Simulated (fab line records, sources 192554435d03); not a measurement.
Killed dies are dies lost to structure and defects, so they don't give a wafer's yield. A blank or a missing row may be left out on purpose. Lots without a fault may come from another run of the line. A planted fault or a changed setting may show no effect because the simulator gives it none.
Chamber matching | flow n5_finfet | N5_HKMG_FIN_STRIP_93 on rie_diel-05: 4 sister chambers
The step strips SOC in N2/H2, time 20 s. 16 wafers are shown with their chamber, then 8 later ones without.

WAFERS WITH THEIR CHAMBER
wafer  | chamber | throttle_valve_pct (%) | showerhead_plenum_p_Torr (Torr) | oes_product_au (a.u.)
L076.3 | 2       | 18.9                   | 3.50                            | 0.76
L076.4 | 1       | 19.4                   | 3.41                            | 0.88
L076.6 | 0       | 18.7                   | 3.38                            | 0.82
L080.1 | 2       | 18.9                   | 3.50                            | 0.74
L080.2 | 0       | 18.7                   | 3.37                            | 0.81
L080.4 | 1       | 19.4                   | 3.41                            | 0.86
L081.2 | 2       | 18.9                   | 3.50                            | 0.75
L081.5 | 0       | 18.8                   | 3.37                            | 0.81
L081.6 | 1       | 19.4                   | 3.40                            | 0.86
L083.3 | 2       | 18.9                   | 3.49                            | 0.74
L083.4 | 0       | 18.8                   | 3.37                            | 0.80
L083.5 | 2       | 18.9                   | 3.49                            | 0.74
L086.2 | 0       | 18.8                   | 3.37                            | 0.80
L086.3 | 1       | 19.4                   | 3.40                            | 0.85
L086.5 | 3       | 18.9                   | 3.52                            | 0.84
L087.3 | 2       | 18.9                   | 3.49                            | 0.74

SIGNATURES (means of the wafers above)
reading                  | chamber 0 | chamber 1 | chamber 2 | chamber 3 | scatter within a chamber
throttle_valve_pct       | 18.760    | 19.400    | 18.900    | 18.900    | 0.0316
showerhead_plenum_p_Torr | 3.3720    | 3.4050    | 3.4950    | 3.5200    | 0.00524
oes_product_au           | 0.8080    | 0.8625    | 0.7450    | 0.8400    | 0.0096
Rule: a wafer's distance from a chamber is the root of the sum, over the readings, of the square of ((its reading less the chamber's mean) divided by the reading's scatter). The wafer belongs to the nearest chamber; if the next one is less than 2 further off, it can't be placed. The scatter: the root of (the sum of the squares of (reading less its chamber's mean) over the shown wafers, divided by (wafers less chambers)).

WAFERS WITHOUT THEIR CHAMBER
wafer  | throttle_valve_pct (%) | showerhead_plenum_p_Torr (Torr) | oes_product_au (a.u.)
L087.4 | 19.4                   | 3.40                            | 0.85
L087.5 | 18.9                   | 3.49                            | 0.74
L088.1 | 19.4                   | 3.39                            | 0.84
L088.3 | 18.8                   | 3.36                            | 0.79
L088.5 | 18.9                   | 3.52                            | 0.83
L095.2 | 18.9                   | 3.51                            | 0.81
L095.3 | 19.4                   | 3.38                            | 0.81
L095.5 | 18.9                   | 3.51                            | 0.82

WHICH CHAMBER EACH WENT THROUGH
wafer  | from the rows above | in truth
L087.4 | 1                   | 1
L087.5 | 2                   | 2
L088.1 | 1                   | 1
L088.3 | 0                   | 0
L088.5 | 3                   | 3
L095.2 | 3                   | 3
L095.3 | 1                   | 1
L095.5 | 3                   | 3
Placed correctly: 8 of 8. Can't be placed from these rows: 0. Placed wrongly: 0.
